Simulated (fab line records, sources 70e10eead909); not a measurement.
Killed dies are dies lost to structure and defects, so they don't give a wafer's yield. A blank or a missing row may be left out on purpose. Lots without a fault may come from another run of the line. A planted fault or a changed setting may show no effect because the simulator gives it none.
fab line records | flow nand_harc
record lots=12 wafers=36 last_day=33
route steps=1302 shown A_SLIT@923 A_WL_FILL@965
lots that met no fault: from a run of the same line without faults
start_h: hours from the record's first day to the start of the lot's first wafer shown | wait_h: hours since the lot's step before | " the same as in the row above | L1.1+2: a row that stands for several wafers | - no value, or no start given | * or withheld: withheld | < > ~ a bound
route shown NAME@n: a module of which the file shows steps, and the number in the route of the first | usual: mean/standard deviation of fault-free wafers | same: alike in all rows | chamber/n: place in a boat | sites: the reading at each site | _std_site: their standard deviation | _edge_site: outer sites' mean less inner sites' | radius_mm: how far each site lies from the wafer's centre | mask NAME#n: copy n | behind: the tool/chamber that last shaped the wafer | hold: why the lot was held/for how many hours/how that ended | device: the transistor (n, p or np) that didn't switch | end of line: the same wafers' tests at the end of the route | a step without rows: its recipe alone | killed: dies lost to structure and defects at the first sort, not the wafer's yield | map: a wafer's dies, x killed, . not, _ none there
set.NAME: the setting as run; set.NAME@STEP: as run at that earlier step | model.NAME: the simulator's own value behind a step, which no gauge read
steps of the route over a sample of lots; a table a step, a row a wafer
services: from which hour (start_h, from the record's first day; less than 0 if before it) a tool's chamber was out of use, for how many hours, and why
## steps
# step NHARC_A_SLIT_DEP_00
# recipe target_thk_a=62000 temp_c=400 material=aC
# usual throttle_valve_pct=34.999/0.0093
# columns lot.wafer tool chamber start_h wait_h throttle_valve_pct
L224.1 acl_dep-01 0 469.32 - 34.990
L224.4 " 0 471.18 - 34.995
L224.5 " 0 " " 34.997
L223.3 acl_dep-03 0 475.87 - 34.990
L223.4 " 0 " " 34.992
L223.5 " 0 " " 34.997
L225.2 acl_dep-01 0 482.76 - 34.988
L225.3 " 0 " " 34.985
L225.4 " 0 " " 34.996
L227.1 acl_dep-03 0 511.18 - 34.999
L227.3 " 0 512.44 - 35.007
L227.6 " 0 514.34 - 35.009
L229.1 acl_dep-01 0 526.52 - 35.003
L229.2 " 0 " " 34.992
L229.5 " 0 529.03 - 35.014
L236.1 acl_dep-02 0 579.86 - 34.997
L236.4 " 0 581.72 - 34.989
L236.5 " 0 " " 34.992
L239.1 acl_dep-03 0 612.17 - 34.990
L239.4 " 0 614.09 - 34.999
L239.6 " 0 615.36 - 34.998
L237.1 acl_dep-01 0 615.25 - 35.006
L237.4 " 0 617.12 - 34.990
L237.5 " 0 " " 35.008
L240.1 acl_dep-02 0 638.58 - 35.004
L240.2 " 0 " " 35.010
L240.4 " 0 640.48 - 34.991
L242.2 acl_dep-02 0 667.67 - 35.003
L242.3 " 0 " " 35.012
L242.4 " 0 " " 35.004
L243.2 acl_dep-01 0 669.43 - 35.001
L243.3 " 0 " " 34.981
L243.5 " 0 671.31 - 34.996
L244.1 acl_dep-01 0 679.81 - 35.005
L244.2 " 0 " " 34.999
L244.3 " 0 " " 35.008
# step NHARC_A_SLIT_ETCH_24
# recipe target_depth_a=1210 time_s=60.5 cf4_flow_sccm=100 chf3_flow_sccm=30 ar_flow_sccm=0 rf_w=500 bias_w=200 chemistry=CF4/CHF3
# usual drypump_motor_current_A=5.6/0.58 oes_product_au=0.960/0.02 rf_vpp_V=369.9/2.5 showerhead_plenum_p_Torr=1.56/0.072 throttle_valve_pct=16.802/0.0085
# columns lot.wafer tool chamber start_h wait_h drypump_motor_current_A oes_product_au rf_hours_counter_h rf_vpp_V showerhead_plenum_p_Torr throttle_valve_pct
L224.1 rie_diel-12 0 473.93 0.1 6.6 0.954 1 373.2 1.65 16.801
L224.5 " 2 " " 6.2 0.972 - 373.8 1.66 16.804
L224.4 " 0 " " 6.6 0.963 - 371.4 1.65 16.796
L223.3 rie_diel-03 0 479.40 0.1 5.6 0.957 0 369.7 1.56 16.788
L223.4 " 1 " " 5.3 0.945 1 367.2 1.50 16.808
L223.5 " 2 " " 6.4 0.984 - 367.6 1.50 16.809
L225.2 rie_diel-12 3 486.90 0.1 5.7 0.971 2 370.7 1.57 16.793
L225.3 " 0 " " 6.6 0.962 2 373.1 1.65 16.805
L225.4 " 2 " " 6.1 0.987 2 372.0 1.66 16.800
L227.3 rie_diel-12 3 515.94 0.1 5.7 0.956 5 371.8 1.57 16.808
L227.1 " 0 " " 6.6 0.960 4 374.1 1.65 16.788
L227.6 " 3 " " 5.7 0.952 - 370.9 1.57 16.805
L229.1 rie_diel-02 2 531.12 0.1 5.8 0.949 8 368.2 1.54 16.798
L229.2 " 0 " " 5.9 0.967 6 375.7 1.68 16.790
L229.5 " 2 " " 5.7 0.955 - 368.4 1.54 16.803
L236.4 rie_diel-12 2 584.56 0.1 6.2 0.959 8 373.7 1.66 16.797
L236.1 " 3 " " 5.7 0.950 8 370.1 1.57 16.800
L236.5 " 1 " " 5.8 0.939 - 369.6 1.52 16.803
L239.1 rie_diel-02 1 616.98 0.1 4.8 0.978 3 370.0 1.50 16.810
L239.4 " 3 " " 4.8 0.963 4 367.2 1.48 16.803
L239.6 " 0 " " 5.8 0.985 - 375.4 1.68 16.812
L237.4 rie_diel-12 2 619.98 0.1 6.2 0.973 11 373.5 1.66 16.800
L237.1 " 0 " " 6.6 0.979 10 372.9 1.65 16.813
L237.5 " 3 " " 5.7 0.943 - 370.1 1.57 16.812
L240.4 rie_diel-02 2 643.36 0.1 5.8 0.981 6 368.8 1.54 16.821
L240.2 " 3 " " 4.8 0.980 6 367.0 1.48 16.803
L240.1 " 0 " " 5.9 0.952 5 374.8 1.68 16.792
L242.2 rie_diel-02 1 671.82 0.1 4.8 0.947 6 368.9 1.50 16.806
L242.3 " 2 " " 5.7 0.967 7 369.4 1.54 16.791
L242.4 " 0 " " 5.8 0.983 7 374.7 1.68 16.792
L243.3 rie_diel-02 0 673.55 0.1 5.9 0.978 8 373.8 1.68 16.808
L243.2 " 3 " " 4.8 0.992 8 367.1 1.48 16.806
L243.5 " 0 " " 5.8 0.989 - 373.2 1.68 16.811
L244.2 rie_diel-03 1 684.57 0.1 5.3 0.945 2 369.5 1.49 16.802
L244.3 " 3 " " 5.0 0.983 3 369.4 1.49 16.801
L244.1 " 0 " " 5.5 0.942 3 369.8 1.56 16.813
# step NHARC_A_WL_FILL_ALD_10
# recipe target_thk_a=500 pulse_time_s=10 ald_cycles=500 temp_c=300 material=SiO2
# usual ald_cycles=500/0 heater_power_w=446/38 precursor_pulse_height_rel=1.002/0.02
# columns lot.wafer tool chamber start_h wait_h ald_cycles heater_power_w precursor_pulse_height_rel
L224.1 ald_hk-03 3 495.16 1.1 500 518 1.011
L224.4 " 1 496.18 2.1 500 465 0.959
L224.5 " 3 497.19 3.1 500 529 1.010
L223.4 ald_hk-02 2 503.85 0.6 500 388 0.973
L223.3 " 3 " " 500 438 0.994
L223.5 " 2 505.92 2.6 500 392 1.011
L225.2 ald_hk-02 2 506.69 0.1 500 382 1.007
L225.3 " 3 " " 500 424 0.989
L225.4 " 1 508.25 1.6 500 477 1.022
L227.1 ald_hk-02 3 537.07 0.1 471 423 1.019
L227.3 " 2 538.62 1.6 471 367 1.016
L227.6 " 0 539.66 2.6 471 451 0.951
L229.1 ald_hk-02 2 551.29 0.8 471 364 0.989
L229.2 " 3 " " 471 437 0.994
L229.5 " 1 552.84 2.3 471 474 0.999
L236.1 ald_hk-04 3 604.49 0.1 500 440 1.001
L236.4 " 2 606.02 1.6 500 438 1.023
L236.5 " 3 " " 500 435 0.998
L239.4 ald_hk-04 3 636.60 0.6 500 430 1.029
L239.1 " 0 " " 500 461 0.988
L239.6 " 3 638.70 2.7 500 413 1.021
L237.1 ald_hk-02 3 640.47 0.2 500 443 1.007
L237.4 " 1 641.49 1.2 500 473 0.979
L237.5 " 3 642.52 2.2 500 430 0.994
L240.4 ald_hk-02 1 662.90 0.0 500 478 1.022
L240.1 " 2 " " 500 377 1.010
L240.2 " 3 " " 500 437 0.981
L243.3 ald_hk-04 1 692.89 0.8 500 438 1.008
L243.2 " 2 " " 500 428 0.996
L243.5 " 2 695.47 3.4 500 436 0.992
L242.4 ald_hk-02 2 693.07 1.0 500 380 1.021
L242.2 " 0 694.11 2.0 500 445 1.006
L242.3 " 1 " " 500 482 0.985
L244.2 ald_hk-03 2 705.98 0.1 500 429 1.009
L244.1 " 3 " " 500 503 0.995
L244.3 " 0 " " 500 484 1.018
# step NHARC_A_WL_FILL_CMP_12
# recipe t_overpolish_s=30 target_thk_nm=100
# usual motor_current_A=12.8/1 overpolish_run_s=29.999/0.0092 retaining_ring_pressure_frac=1.000/0.0051 time_to_endpoint_s=21/3.8
# columns lot.wafer tool chamber start_h wait_h motor_current_A overpolish_run_s retaining_ring_pressure_frac time_to_endpoint_s
L224.1 cmp-03 3 505.31 0.2 11.2 30.007 0.999 20
L224.4 " 2 " " 13.4 29.999 1.005 17
L224.5 " 3 " " 10.9 30.004 0.997 19
L223.3 cmp-02 1 514.09 0.1 11.9 30.008 0.999 27
L223.4 " 0 " " 14.9 29.996 1.000 17
L223.5 " 2 " " 13.1 30.004 1.000 20
L225.2 cmp-04 2 517.29 0.1 12.7 29.986 1.007 21
L225.3 " 0 " " 10.8 30.004 0.998 18
L225.4 " 1 " " 13.5 30.002 0.997 14
L227.1 cmp-02 1 549.20 0.2 12.1 30.001 0.993 26
L227.3 " 2 " " 11.9 29.993 0.997 18
L227.6 " 0 " " 14.7 29.994 1.001 15
L229.2 cmp-02 2 561.28 0.2 12.6 30.008 0.994 23
L229.1 " 3 " " 13.6 30.000 1.000 23
L229.5 " 1 " " 12.2 29.982 1.002 28
L236.1 cmp-02 2 615.09 0.2 13.0 30.003 1.002 19
L236.4 " 3 " " 13.4 29.999 0.992 22
L236.5 " 0 " " 14.0 29.980 1.003 14
L239.1 cmp-02 2 646.87 0.2 13.6 30.001 0.992 26
L239.4 " 0 " " 14.2 30.006 1.001 21
L239.6 " 3 " " 12.8 30.003 1.004 24
L237.1 cmp-04 3 650.02 0.2 13.2 29.998 1.002 20
L237.4 " 1 " " 13.1 30.000 0.997 15
L237.5 " 2 " " 11.5 29.993 0.987 20
L240.4 cmp-03 2 673.46 0.1 13.1 29.999 0.994 15
L240.2 " 3 " " 11.8 30.010 0.993 19
L240.1 " 1 " " 14.3 30.008 1.005 17
L242.2 cmp-02 2 703.61 0.2 12.3 29.988 0.991 24
L242.4 " 3 " " 12.3 29.992 1.003 25
L242.3 " 0 " " 14.3 29.988 1.002 19
L243.3 cmp-04 0 703.61 0.1 11.6 30.009 0.996 19
L243.2 " 3 " " 13.6 29.993 0.997 20
L243.5 " 0 " " 11.4 29.990 0.998 22
L244.1 cmp-02 3 716.70 0.1 12.9 30.009 0.995 22
L244.2 " 0 " " 14.3 30.003 0.992 19
L244.3 " 1 " " 12.1 29.998 1.000 29
## services
# columns tool chamber start_h hours kind
rie_diel-12 - 445.40 9.0 pm
rie_diel-03 0 448.87 6.7 repair
cmp-03 - 455.51 1.2 repair
cmp-03 - 456.71 4.0 pm
cmp-02 - 465.67 1.7 repair
acl_dep-03 - 483.38 13.0 pm
cmp-04 - 486.44 1.8 repair
cmp-02 - 507.63 1.8 repair
ald_hk-02 - 526.11 10.0 pm
cmp-02 - 526.60 4.0 pm
rie_diel-12 3 530.82 7.2 repair
cmp-04 - 538.32 4.0 pm
acl_dep-01 - 552.14 13.0 pm
rie_diel-02 - 570.70 9.0 pm
acl_dep-02 - 608.07 13.0 pm
ald_hk-04 - 612.02 10.0 pm
rie_diel-12 - 622.40 9.0 pm
cmp-04 - 623.24 2.1 repair
cmp-02 - 624.60 4.0 pm
rie_diel-02 1 630.49 7.7 repair
cmp-04 - 636.32 4.0 pm
acl_dep-03 - 664.38 13.0 pm
cmp-04 - 678.39 1.2 repair
ald_hk-02 - 704.18 10.0 pm
## key
first_sign step=NHARC_A_WL_FILL_ALD_10 reading=ald_cycles direction=down sigmas=99+ usual=500 struck=471
effect none on later readings
met_at NHARC_A_WL_FILL_ALD_10
struck_lots L227,L229
tester_left_out L227,L229
not_acting_at NHARC_A_SLIT_DEP_00,NHARC_A_SLIT_ETCH_24,NHARC_A_WL_FILL_CMP_12
onset_between 506.69 537.07
fault kind=process_parameter_drift tool=ald_hk-02 chamber=- onset_h=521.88 steps=NHARC_A_WL_FILL_ALD_10 channel=ald_cycles offset=-29 shape=step end_h=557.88 acts_in=these_recipes_only stated=500
# tester_left_out: of these lots the tester's yield and bins aren't shown, on N5 and GAA mostly nor the transistor test; their killed dies are dies lost to structure and defects alone, not to doping, threshold or leakage, so they don't give the yield
